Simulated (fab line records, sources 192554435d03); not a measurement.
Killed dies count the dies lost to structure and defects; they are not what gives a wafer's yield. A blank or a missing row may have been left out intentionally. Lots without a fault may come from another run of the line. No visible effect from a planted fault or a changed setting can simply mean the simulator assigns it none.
One fault seen from 2 desks | flow n5_finfet | each desk holds nothing but its own numbers, with what lay behind them at the end

## TOOL OWNER'S DESK, rie_si-02
The tool's own readings at N5_FIN_SAQP_MANDREL_ETCH_22 (etches a-Si in HBr/Cl2, stops on SiNx, target depth 60 nm, bt time 10 s, time 30 s): means of the sampled wafers that have a number, for each lot that ran on this tool. Marked OUT: a lot whose mean sits more than 4 standard deviations from the usual mean, which makes it out of limits; the brackets give that distance.
Columns: A = chamber_pressure_mTorr at N5_FIN_SAQP_MANDREL_ETCH_22, usual 9.999 mTorr; B = drypump_motor_current_A at N5_FIN_SAQP_MANDREL_ETCH_22, usual 5.9 A; C = oes_product_au at N5_FIN_SAQP_MANDREL_ETCH_22, usual 0.767 a.u.; D = throttle_valve_pct at N5_FIN_SAQP_MANDREL_ETCH_22, usual 35.3 %
lot  | first seen here | A      | B   | C                | D
L271 | day 2 03:50     | 10.000 | 6.1 | 0.773            | 35.1
L277 | day 3 16:55     | 10.000 | 6.0 | 0.778            | 35.1
L279 | day 4 06:21     | 9.997  | 6.0 | 0.761            | 35.2
L289 | day 6 16:07     | 9.992  | 6.2 | 0.667 (-8.3) OUT | 35.3
L290 | day 6 22:39     | 10.004 | 6.0 | 0.667 (-8.3) OUT | 35.5
This desk's finding: out of limits on L289, L290; first on L289, day 6 16:07 (oes_product_au at N5_FIN_SAQP_MANDREL_ETCH_22). In limits: L271, L277, L279.

## AT THE METROLOGY DESK
What the gauges read, lot by lot, whatever tool the lot ran on: means of the sampled wafers that have a number. Marked OUT: a lot whose mean sits more than 4 standard deviations from the usual mean, which makes it out of limits; the brackets give that distance.
Columns: A = thk_nm at N5_FIN_SAQP_THK_MEAS_07, usual 59.6 nm; B = cd_nm at N5_FIN_SAQP_CD_MEAS_27, usual 20.37 nm
lot  | first seen here | A    | B
L271 | day 2 02:58     | 59.9 | 20.37
L273 | day 2 15:36     | 58.0 | 20.19
L274 | day 2 21:46     | 58.5 | 20.41
L276 | day 3 09:38     | 59.0 | 20.02
L277 | day 3 16:07     | 60.3 | 20.49
L279 | day 4 05:06     | 59.1 | 20.45
L280 | day 4 09:37     | 59.7 | 20.39
L283 | day 5 03:17     | 60.0 | 20.42
L289 | day 6 15:13     | 59.5 | 20.39
L290 | day 6 21:55     | 59.6 | 20.40
Finding of this desk: none of the 10 lots has anything out of limits.

## ALL TOGETHER
The tool owner's desk had the chance to raise an alarm at day 6 16:07 on L289, L290.
The metrology desk saw nothing out of limits.
The metrology desk has L289, L290 on record, within its limits.
Of the lots named, all ran N5_FIN_SAQP_MANDREL_ETCH_22 on rie_si-02.

## WHAT THE SIMULATOR PUT IN
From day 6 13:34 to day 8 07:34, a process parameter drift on rie_si-02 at N5_FIN_SAQP_MANDREL_ETCH_22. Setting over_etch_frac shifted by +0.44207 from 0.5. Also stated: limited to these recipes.
Lots struck among those shown: L289, L290.
How many hours passed from the start of the fault until each desk's first out-of-limits reading: the tool owner's desk, 3.
